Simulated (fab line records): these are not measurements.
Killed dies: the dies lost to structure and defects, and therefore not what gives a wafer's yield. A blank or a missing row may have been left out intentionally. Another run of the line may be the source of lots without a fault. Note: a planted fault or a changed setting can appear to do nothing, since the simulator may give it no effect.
Split-lot study + flow n5Finfet + route with 1938 steps; 7 lots, 21 wafers read

## THE SPLIT
At N5_ZERO_LAYER_PECVD_02 (deposits SiO2 from SiH4/N2O, target thk 10 nm, time 6 s), the setting timeS was moved away from the recipe's 6 s on 6 of the 21 wafers read, by -13.6% to +14.3%. The other wafers ran this setting at the recipe's value.

The reading comes from the split's own step.

## THE READING
SiO2_of_ZERO_LAYER_PECVD_02.thkNm (the simulator's own value, which no gauge read), in nm, at N5_ZERO_LAYER_PECVD_02 (deposits SiO2 from SiH4/N2O, target thk 10 nm, time 6 s). The file does not state a usual value for it. Here, 15 wafers ran the recipe; their average is 10.031 nm with a standard deviation of 0.15 nm.

| wafer  | tool, chamber at the split | timeS as run, s | against the recipe | SiO2_of_ZERO_LAYER_PECVD_02.thkNm, nm | against lot-mates on the recipe |
|--------|----------------------------|-----------------|--------------------|---------------------------------------|---------------------------------|
| L075.3 | pecvd-04, 1                | 6               | recipe             | 9.88                                  | -                               |
| L075.4 | pecvd-04, 1                | 6.258           | +4.3%              | 10.36                                 | +0.480                          |
| L075.5 | pecvd-04, 0                | 6.258           | +4.3%              | 10.48                                 | +0.600                          |
| L077.2 | pecvd-01, 2,1              | 6               | recipe             | 10.19                                 | -                               |
| L077.3 | pecvd-01, 2,1              | 6               | recipe             | 10.19                                 | -                               |
| L077.4 | pecvd-01, 1                | 6               | recipe             | 10.23                                 | -                               |
| L080.1 | pecvd-01, 1                | 6               | recipe             | 9.9                                   | -                               |
| L080.3 | pecvd-01, 2                | 6               | recipe             | 9.982                                 | -                               |
| L080.5 | pecvd-01, 2                | 6               | recipe             | 10.04                                 | -                               |
| L081.2 | pecvd-01, 1                | 6               | recipe             | 10.03                                 | -                               |
| L081.5 | pecvd-01, 2                | 6               | recipe             | 10.16                                 | -                               |
| L081.6 | pecvd-01, 0                | 6               | recipe             | 10.09                                 | -                               |
| L085.2 | pecvd-04, 0                | 5.183           | -13.6%             | 8.338                                 | -1.550                          |
| L085.4 | pecvd-04, 1                | 6               | recipe             | 9.951                                 | -                               |
| L085.6 | pecvd-04, 0                | 6               | recipe             | 9.824                                 | -                               |
| L088.1 | pecvd-01, 0                | 5.546           | -7.6%              | 9.193                                 | -1.127                          |
| L088.5 | pecvd-01, 1                | 6               | recipe             | 10.32                                 | -                               |
| L088.6 | pecvd-01, 0                | 5.546           | -7.6%              | 9.405                                 | -0.915                          |
| L095.1 | pecvd-03, 1                | 6               | recipe             | 9.814                                 | -                               |
| L095.3 | pecvd-03, 0                | 6               | recipe             | 9.87                                  | -                               |
| L095.6 | pecvd-03, 0                | 6.857           | +14.3%             | 11.72                                 | +1.878                          |
When a row names more than one chamber, that row covers several wafers, and the file does not tell which wafer ran in which chamber.

THE FIT
A straight line over all 21 wafers: SiO2_of_ZERO_LAYER_PECVD_02.thkNm changes by +0.114 nm for each +1% of timeS; r = +0.97; the points scatter about the line by 0.16 nm.
The same after taking each lot's own level away (the mean of its wafers on the recipe; 21 wafers): +0.126 nm for each +1%; r = +0.99; scatter 0.073 nm.
According to that fit, moving timeS by its largest amount changes the reading by 1.8 nm.
Measured against the standard deviation above, the lots' own levels, which go from 9.8420 to 10.3200 nm, span 3.1 times it.
The two slopes agree, so the slope changes little with the lot-to-lot level.
Check: for one of the wafers moved furthest among these (+14.3%), held out of the fit, the line's prediction against its lot-mates is +1.74 nm. It came out at +1.88 nm against them.

## THE FILE'S OWN FIT
SiO2_of_ZERO_LAYER_PECVD_02.thkNm changes by +0.124 nm for each +1% of timeS, r = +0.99.
